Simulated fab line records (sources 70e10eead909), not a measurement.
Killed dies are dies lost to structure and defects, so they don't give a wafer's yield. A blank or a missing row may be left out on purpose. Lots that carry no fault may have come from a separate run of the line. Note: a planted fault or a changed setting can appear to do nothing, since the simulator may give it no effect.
Matching of chambers    flow nand_harc    4 sister chambers for NHARC_A_BONDPAD_STRIP_15 on rie_diel-10
The step strips in O2. 14 wafers are shown with their chamber, then 7 later ones without.

WAFERS PAIRED WITH THEIR CHAMBERS
wafer   chamber  showerhead_plenum_p_Torr (Torr)  oes_product_au (a.u.)  rf_vpp_V (V)
L871.1  0        3.55                             0.991                  57.8
L871.3  1        3.59                             0.996                  58.5
L871.6  0        3.55                             0.984                  58.1
L870.3  0        3.55                             0.994                  58.3
L870.4  3        3.48                             1.012                  57.2
L870.6  1        3.59                             1.001                  59.1
L874.2  1        3.59                             0.991                  58.3
L874.3  2        3.73                             1.000                  58.8
L874.6  2        3.73                             1.002                  57.4
L882.1  0        3.54                             1.007                  58.8
L882.4  2        3.72                             0.989                  57.3
L882.6  2        3.72                             0.984                  57.2
L884.3  1        3.58                             0.981                  57.4
L884.5  3        3.47                             1.014                  57.7

SIGNATURES, as means of the wafers listed above
reading                   chamber 0  chamber 1  chamber 2  chamber 3  scatter within a chamber
showerhead_plenum_p_Torr  3.5475     3.5875     3.7250     3.4750     0.00548
oes_product_au            0.99400    0.99225    0.99375    1.01300    0.00851
rf_vpp_V                  58.250     58.325     57.675     57.450     0.62
Rule: a wafer lies at a distance from a chamber equal to the root of the sum of squares, over the readings, of (its reading less the chamber's mean, divided by the reading's scatter). The wafer belongs to the nearest chamber; if the next one is less than 2 further off, it can't be placed. The scatter: the root of (the sum of the squares of (reading less its chamber's mean) over the shown wafers, divided by (wafers less chambers)).

WAFERS WITH NO CHAMBER GIVEN
wafer   showerhead_plenum_p_Torr (Torr)  oes_product_au (a.u.)  rf_vpp_V (V)
L884.6  3.54                             1.010                  57.6
L886.1  3.72                             0.993                  58.1
L886.3  3.47                             0.995                  58.0
L886.5  3.71                             0.985                  57.5
L891.2  3.46                             1.006                  59.7
L891.3  3.71                             0.999                  58.7
L891.5  3.58                             0.978                  58.7

THE CHAMBER EACH PASSED THROUGH
wafer   from the rows above  in truth
L884.6  0                    0
L886.1  2                    2
L886.3  3                    3
L886.5  2                    2
L891.2  3                    3
L891.3  2                    2
L891.5  1                    1
7 of 7 placed correctly. Number that these rows cannot place: 0. 0 placed wrongly.
